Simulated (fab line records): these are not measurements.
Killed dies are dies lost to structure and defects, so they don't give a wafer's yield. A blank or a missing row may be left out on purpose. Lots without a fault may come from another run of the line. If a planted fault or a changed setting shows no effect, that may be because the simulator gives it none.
Which tool is to blame?    flow n5Finfet    28 wafers from 10 lots sampled at 4 of the route's 1938 steps

WHAT THE GAUGES SHOWED, per wafer
N5_BEOL_M10_THK_MEAS_01.
lot   measured      on            M10_ILD_THK (nm)
L102  day 12 07:29  filmMetro-01  270 267 273
L100  day 12 10:29  filmMetro-01  266 271
L101  day 12 14:20  filmMetro-02  261 265 268
L106  day 13 10:28  filmMetro-02  265 268 264
L107  day 13 07:11  filmMetro-01  264 274
L105  day 14 04:10  filmMetro-02  269 269 271
L104  day 13 17:17  filmMetro-01  266 265 272
L108  day 14 08:08  filmMetro-02  265 269 267
L120  day 17 07:07  filmMetro-02  220 222 269
L121  day 17 19:11  filmMetro-02  267 271 274

WHICH TOOL RAN EACH LOT (tool, then ch and the chambers of the sampled wafers, then the start)
lot   N5_BEOL_M9_DEGAS_44          N5_BEOL_M9_DEP_56              N5_BEOL_M10_ILD_DEP_00
L102  pvdSputter-02, day 12 04:46  pecvd-03 ch 0,1, day 12 06:45  pecvd-04 ch 1,2, day 12 06:53
L100  pvdSputter-02, day 12 08:00  pecvd-03 ch 1,2, day 12 09:47  pecvd-01 ch 0,2, day 12 09:55
L101  pvdSputter-02, day 12 12:10  pecvd-01 ch 0,2, day 12 13:36  pecvd-01 ch 0,1,2, day 12 13:44
L106  pvdSputter-03, day 13 08:04  pecvd-03 ch 0,1, day 13 09:33  pecvd-04 ch 1,2, day 13 09:52
L107  pvdSputter-03, day 13 04:18  pecvd-01 ch 0,1, day 13 06:28  pecvd-01 ch 1,2, day 13 06:35
L105  pvdSputter-03, day 14 01:17  pecvd-03 ch 1,2, day 14 03:25  pecvd-04 ch 1,2, day 14 03:34
L104  pvdSputter-03, day 13 14:38  pecvd-03 ch 0,2, day 13 16:34  pecvd-03 ch 0,1,2, day 13 16:42
L108  pvdSputter-01, day 14 05:54  pecvd-02 ch 1,2, day 14 07:23  pecvd-03 ch 1,2, day 14 07:31
L120  pvdSputter-01, day 17 03:59  pecvd-01 ch 0,1, day 17 05:37  pecvd-04 ch 0,2, day 17 05:45
L121  pvdSputter-02, day 17 16:54  pecvd-01 ch 0,2, day 17 18:27  pecvd-01 ch 0,1,2, day 17 18:35
- N5_BEOL_M9_DEGAS_44: time 60 s.
- N5_BEOL_M9_DEP_56: deposits SiCN from 3MS/NH3, target thk 15 nm, time 26.5 s.
- N5_BEOL_M10_ILD_DEP_00: deposits SiCOH lowk from DEMS/porogen, target thk 308.51 nm, time 58 s.

THE ANSWER, worked out from the rows above alone
Rule: what is usual is taken from the lots themselves. Put in order of their means at a reading, lots are off if they are a third of the lots or fewer, leave a main group of 4 or more, and stand apart from it by a gap of 3 or more times the standard deviation of the main group's means; of several such gaps the widest counts. A main group whose means are all the same, to the digits that the tables above print for the reading, isn't used. A lot without any number at a reading at which 4 lots or more have one is off too. Where the step has rows for the other lots, those lots are counted as sound.
Off: at N5_BEOL_M10_THK_MEAS_01 (M10_ILD_THK), L120. Mean 268 nm and standard deviation 1.9 in the main group.
If a tool, at a process step before that reading, ran all the lots that are off and no sound lot after the first of them, it fits. Those tools and the gauges at N5_BEOL_M10_THK_MEAS_01 are tried in the same way. This does not decide it: 2 tools fit, namely pvdSputter-01 at N5_BEOL_M9_DEGAS_44 and pecvd-04 at N5_BEOL_M10_ILD_DEP_00.

WHAT WAS PUT IN BY THE SIMULATOR
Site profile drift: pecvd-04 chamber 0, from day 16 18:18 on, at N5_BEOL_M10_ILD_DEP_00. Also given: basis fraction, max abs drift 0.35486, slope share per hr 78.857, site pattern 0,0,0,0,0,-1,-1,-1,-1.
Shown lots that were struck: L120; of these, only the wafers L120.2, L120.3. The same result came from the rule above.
